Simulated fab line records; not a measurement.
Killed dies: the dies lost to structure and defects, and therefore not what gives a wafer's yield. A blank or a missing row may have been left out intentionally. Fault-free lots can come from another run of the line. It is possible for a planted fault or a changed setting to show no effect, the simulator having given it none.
Chamber matching ; flow n5 finfet ; rie diel-06 running N5_MOL_CONTACT_COAG_ETCH_106: 4 sister chambers
The step etches SOC in N2/H2, target depth 80 nm, overetch 16 nm, time 120 s. 8 wafers are shown with their chamber, then 8 later ones without.

EACH WAFER AND ITS CHAMBER
wafer;chamber;showerhead plenum p Torr (Torr);throttle valve pct (%)
L084.1;1;2.52;18.28
L088.1;2;2.41;17.91
L088.5;0;2.65;17.89
L088.6;1;2.52;18.30
L091.4;2;2.41;17.92
L091.5;0;2.65;17.90
L091.6;3;2.64;17.68
L093.1;3;2.63;17.69

WAFERS WITH NO CHAMBER GIVEN
wafer;showerhead plenum p Torr (Torr);throttle valve pct (%)
L093.3;2.64;17.89
L093.4;2.41;17.93
L095.2;2.63;17.68
L095.4;2.63;17.68
L095.5;2.41;17.92
L097.1;2.64;17.93
L097.4;2.64;17.93
L097.6;2.40;17.94

CHAMBER TAKEN BY EACH
wafer;from the rows above;in truth
L093.3;0;0
L093.4;2;2
L095.2;3;3
L095.4;3;3
L095.5;2;2
L097.1;0;0
L097.4;0;0
L097.6;2;2
Correctly placed: 8 of 8. Left unplaced by these rows: 0. Number placed wrongly: 0.
How it was worked out, from the rows above alone: a wafer's distance from a chamber is the root of the sum, over the readings, of the square of ((its reading less the chamber's mean) divided by the reading's scatter). If the next closest chamber is less than 2 further off than the closest, the wafer can't be placed; otherwise it belongs to the closest. The mean given for a chamber averages the wafers shown for that chamber. The scatter: the root of (the sum of the squares of (reading less its chamber's mean) over the shown wafers, divided by (wafers less chambers)).
